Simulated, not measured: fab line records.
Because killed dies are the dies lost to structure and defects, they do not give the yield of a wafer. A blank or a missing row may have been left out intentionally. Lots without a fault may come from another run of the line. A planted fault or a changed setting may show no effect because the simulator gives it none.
Comparing a struck lot with a sound one | flow n5-finfet | 15 steps out of a route of 1938
Sound: wafers L566.1, L566.4, L566.6. Wafers struck: L562.1, L562.3, L562.5. The cause is named last.
Order at every step that has rows: each side's tool, ch and its chambers, its first start. Under that, the readings that differ: sound wafers | struck wafers | difference of the means | sigmas: that difference in standard deviations of wafers without a fault.
alike: same words and numbers on both sides, and readings whose means sit less than 2 such deviations apart. not compared: any withheld reading, any reading some wafer has no value for, any bound like >300 that may hide the same value, and any number with overlapping values for which the record gives no deviation.
A row with sigmas, a row that says differs or no value, or rows on one side alone: a step with any of these is where the two part. Non-overlapping numbers with no deviation appear without sigmas and do not part them. Lack of a reading on every wafer of one side parts them only where that side has two or more wafers.

first, 1 step without rows for these wafers: N5_HKMG_FIN_ETCHBACK_68 (etches the open film in Cl2/Ar, stops on HfO2, target depth 0.5 nm).
N5_HKMG_FIN_STRIP_69: strips in N2/H2, time 360 s.
  sound on plasma-asher-02 ch 0, day 9 01:36; struck on plasma-asher-02 ch 0,1, day 8 01:59
  alike: drypump-motor-current-A, heater-power-w
  not compared: rf-hours-counter-h
N5_HKMG_FIN_ALD_21: deposits TiN, target thk 1.5 nm, pulse time 1 s, purge time 3 s.
  sound on ald-metal-03 ch 0,1, day 9 01:59; struck on ald-metal-02 ch 1,2,3, day 8 02:22
  alike: heater-power-w, precursor-pulse-height-rel, susceptor-temp-C
  not compared: since-wet-clean-h
then, 4 steps without rows for these wafers: N5_HKMG_FIN_ALD_72 (deposits W, target thk 2 nm, pulse time 1 s, purge time 2 s); N5_HKMG_FIN_W_FILL_22 (material W, target thk 60 nm, time 18.2 s); N5_HKMG_FIN_PRECLEAN_83 (cleans in DIW, time 57.5 s); N5_HKMG_FIN_SRD_84 (dry time 32 s).
N5_HKMG_FIN_CMP_23: polishes, stops on SiNx, t overpolish 10 s, target thk 46.326 nm.
  sound on cmp-04 ch 1,2, day 9 02:36; struck on cmp-04 ch 0,1,2, day 8 03:04
  alike: head-pressure-psi, motor-current-A, overpolish-run-s, time-to-endpoint-s
N5_HKMG_FIN_CMP_94: polishes, stops on SiNx, t overpolish 4.7 s, target thk 43.299 nm.
  sound on cmp-04 ch 1,2, day 9 03:02; struck on cmp-04 ch 0,1,2, day 8 03:26
  alike: head-pressure-psi, motor-current-A
N5_HKMG_FIN_INSPECT_28: inspects for defects (darkfield).
  sound on defect-inspect-01 at day 9 03:14; struck on defect-inspect-02 at day 8 03:37
  alike: raw-defect-count
then, 1 step without rows for these wafers: N5_GATE_CUT_ETCHBACK_00 (etches W in SF6/Cl2).
N5_GATE_CUT_ETCH_56: etches TiN in Cl2/Ar, target depth 21.6 nm.
  sound on rie-metal-03 ch 0, day 9 03:31; struck on rie-metal-02 ch 0, day 8 03:46
  reading                | sound             | struck            | difference | sigmas
  mfc-cl2-sccm (sccm)    | 39.89 40.00 39.97 | 30.70 30.79 30.96 | -9.14      | -76
  throttle-valve-pct (%) | 21.0 20.9 21.0    | 19.1 19.1 19.1    | -1.9       | -5
  alike: drypump-motor-current-A, oes-product-au, rf-fwd-power-W
  not compared: rf-hours-counter-h
N5_GATE_CUT_ETCHBACK_30: etches TiN in Cl2/Ar, target depth 3 nm.
  sound on rie-metal-03 ch 0, day 9 03:42; struck on rie-metal-02 ch 0, day 8 03:51
  reading               | sound          | struck         | difference | sigmas
  oes-product-au (a.u.) | 0.60 0.61 0.59 | 0.84 0.84 0.84 | +0.24      | +2
  alike: drypump-motor-current-A, mfc-cl2-sccm, rf-fwd-power-W, throttle-valve-pct
  not compared: rf-hours-counter-h
-- a jump in the record: the struck wafers' starts before and after are 4 days apart (it breaks off in module GATE_CUT and resumes in module BEOL_M4, where the first step shown is number 1111 of the route) --
N5_BEOL_M4_RC_MEAS_101:
  sound on prober-02 ch 0, day 13 05:05; struck on prober-02 ch 0, day 12 00:11
  alike: DIBL_N, DIBL_P, IOFF_N, IOFF_P, ION_N, ION_P, SS_N, SS_P, VT_N, VT_P
then, 1 step without rows for these wafers: N5_PASSIVATION_PROBE_49.

== WHERE THEY PART ==
At N5_GATE_CUT_ETCH_56 first; at N5_GATE_CUT_ETCHBACK_30 last (within this record only). Later steps at which nothing parts them and some readings are alike: N5_BEOL_M4_RC_MEAS_101.

WHY: what had been put in by the simulator
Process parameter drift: rie-metal-02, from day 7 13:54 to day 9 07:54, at N5_GATE_CUT_ETCH_56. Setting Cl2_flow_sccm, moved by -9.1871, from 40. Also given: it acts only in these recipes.
